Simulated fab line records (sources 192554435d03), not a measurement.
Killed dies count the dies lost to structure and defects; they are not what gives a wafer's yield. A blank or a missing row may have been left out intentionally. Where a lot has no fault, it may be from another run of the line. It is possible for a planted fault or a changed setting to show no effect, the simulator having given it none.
A struck lot beside a sound one / flow n5 finfet / 16 steps out of a route of 1938
Sound: wafers L162.2, L162.4, L162.6. Struck: wafer L180.6. (L180.1, L180.4 of the same lot were not struck and are left out.) The cause comes at the end.
Per side, at each step with rows, come the tool, then ch with its chambers, and then its first start. Under that, the readings that differ: sound wafers / struck wafers / difference of the means / sigmas: that difference in standard deviations of wafers without a fault.
alike: words and numbers the same on both sides, and readings whose means are apart by under 2 such deviations; not compared: readings that were withheld, readings missing a value for some wafer, numbers with overlapping values and no deviation given by the record, and bounds like >300 which may hide the same value.
A row with sigmas, a row that says differs or no value, or rows on one side alone: a step with any of these is where the two part. Numbers that don't overlap but have no deviation are shown without sigmas and don't part them. Lack of a reading on every wafer of one side parts them only where that side has two or more wafers.

N5_FIN_SAQP_ETCH_65: etches SiO2 in CF4, target depth 4 nm, time 4.4 s.
  sound on rie si-05 ch 0,2,3, day 2 18:31; struck on rie si-04 ch 1, day 7 07:41
  alike: chamber pressure mTorr, drypump motor current A, oes product au, throttle valve pct
  not compared: rf hours counter h
N5_FIN_SAQP_MANDREL_ETCH_58: etches a-Si in HBr/Cl2, stops on SiNx, target depth 45 nm, bt time 10 s, time 27 s.
  sound on rie si-05 ch 0,2,3, day 2 18:32; struck on rie si-04 ch 1, day 7 07:44
  alike: chamber pressure mTorr, drypump motor current A, oes product au, throttle valve pct
  not compared: rf hours counter h
then, 2 steps without rows for these wafers: N5_FIN_SAQP_RECESS_63 (chemistry HF/NH3, target SiO2, target depth 18 nm, afs cycles 3, sublimation time 60 s); N5_FIN_SAQP_COAT_68 (time 60 s, resist thk 100 nm).
N5_FIN_SAQP_ETCH_69: etches SOC in N2/H2, stops on SiNx, target depth 150 nm.
  sound on rie diel-05 ch 0,2,3, day 2 19:19; struck on rie diel-03 ch 3, day 7 08:16
  alike: chamber pressure mTorr, drypump motor current A, oes product au, rf vpp V, showerhead plenum p Torr, throttle valve pct
  not compared: rf hours counter h
then, 1 step without rows for these wafers: N5_FIN_SAQP_ETCH_67 (etches SiNx in CH3F/O2, target depth 30 nm).
N5_FIN_SAQP_STRIP_70: strips in N2/H2.
  sound on rie diel-05 ch 0,2,3, day 2 19:25; struck on rie diel-03 ch 3, day 7 08:22
reading=chamber pressure mTorr (mTorr); sound=50.04 50.02 50.03; struck=49.91; difference=-0.12; sigmas=-3
  alike: bias power w, drypump motor current A, oes product au, rf vpp V, showerhead plenum p Torr, throttle valve pct
  not compared: rf hours counter h
N5_FIN_SAQP_RECESS_71: chemistry HF/NH3, target SiO2, target depth 3 nm, afs cycles 1, sublimation time 60 s.
  sound on vapor etch-02 ch 0, day 2 19:28; struck on vapor etch-01 ch 0, day 7 08:25
reading=drypump motor current A (A); sound=5.8 5.8 5.8; struck=6.6; difference=+0.8; sigmas=+3
then, 3 steps without rows for these wafers: N5_FIN_SAQP_SPACER2_ALD_28 (deposits SiO2, target thk 8.1 nm, pulse time 1 s, purge time 2 s); N5_FIN_SAQP_SPACER2_ETCHBACK_29 (etches SiO2 in CHF3/O2, target depth 12.2 nm, time 6.1 s); N5_FIN_SAQP_MANDREL2_REMOVE_60 (chemistry HBr/Cl2/O2, target a-Si, stops on SiNx, bt time 10 s).
N5_FIN_SAQP_CD_MEAS_31: the cd target is 8 nm.
  sound on cd sem-02 ch 0, day 2 20:08; struck on cd sem-03 ch 0, day 7 09:56
  alike: cd nm
N5_FIN_SAQP_HM_OPEN_33: chemistry CH3F/O2, target SiNx, target depth 49.4 nm, time 70.6 s.
  sound on rie diel-03 ch 0,1, day 2 20:11; struck on rie diel-01 ch 3, day 7 10:01
reading=drypump motor current A (A); sound=6.3 5.7 6.3; struck=5.1; difference=-1.0; sigmas=-2
reading=etch rf on time s (s); sound=68.6 68.2 69.3; struck=93.0; difference=+24.3; sigmas=+24
  alike: chamber pressure mTorr, oes_f_703_au, oes product au, rf vpp V, showerhead plenum p Torr, throttle valve pct
  not compared: rf hours counter h
then, 1 step without rows for these wafers: N5_FIN_SAQP_ETCH_34 (etches SiO2 in C4F6/O2, target depth 45 nm, time 15 s).
-- here the record skips 6 days between the struck wafers' starts before and after, leaving off in module FIN_SAQP and picking up in module BEOL_M4 (first step shown: number 1111 of the route) --
N5_BEOL_M4_RC_MEAS_101:
  sound on prober-02 ch 0, day 8 21:17; struck on prober-02 ch 0, day 13 06:05
reading=ION_N (uA/um); sound=686 680 688; struck=665; difference=-20; sigmas=-2
  alike: DIBL_N, DIBL_P, IOFF_N, IOFF_P, ION_P, SS_N, SS_P, VT_N, VT_P
-- here the record skips 4 days between the struck wafers' starts before and after, leaving off in module BEOL_M4 and picking up in module PASSIVATION (first step shown: number 1936 of the route) --
N5_PASSIVATION_PROBE_49:
  sound on prober-02 at day 13 11:57; struck on prober-01 at day 17 05:22
reading=killed at contacts; sound=9 10 4; struck=19; difference=+11; sigmas=+2
reading=killed at front end; sound=52 47 65; struck=26; difference=-29; sigmas=-2
  alike: defect limited yield, killed_at_M0_to_M3, killed_at_M4_up, killed at other, killed dies, killed open, killed short, sort_bin_5_function, sort_bin_6_memory, sort n pass, sort yield pct

## WHERE THEY PART
At N5_FIN_SAQP_STRIP_70 first; at N5_PASSIVATION_PROBE_49 last (within this record only).

WHY: what the simulator had put in
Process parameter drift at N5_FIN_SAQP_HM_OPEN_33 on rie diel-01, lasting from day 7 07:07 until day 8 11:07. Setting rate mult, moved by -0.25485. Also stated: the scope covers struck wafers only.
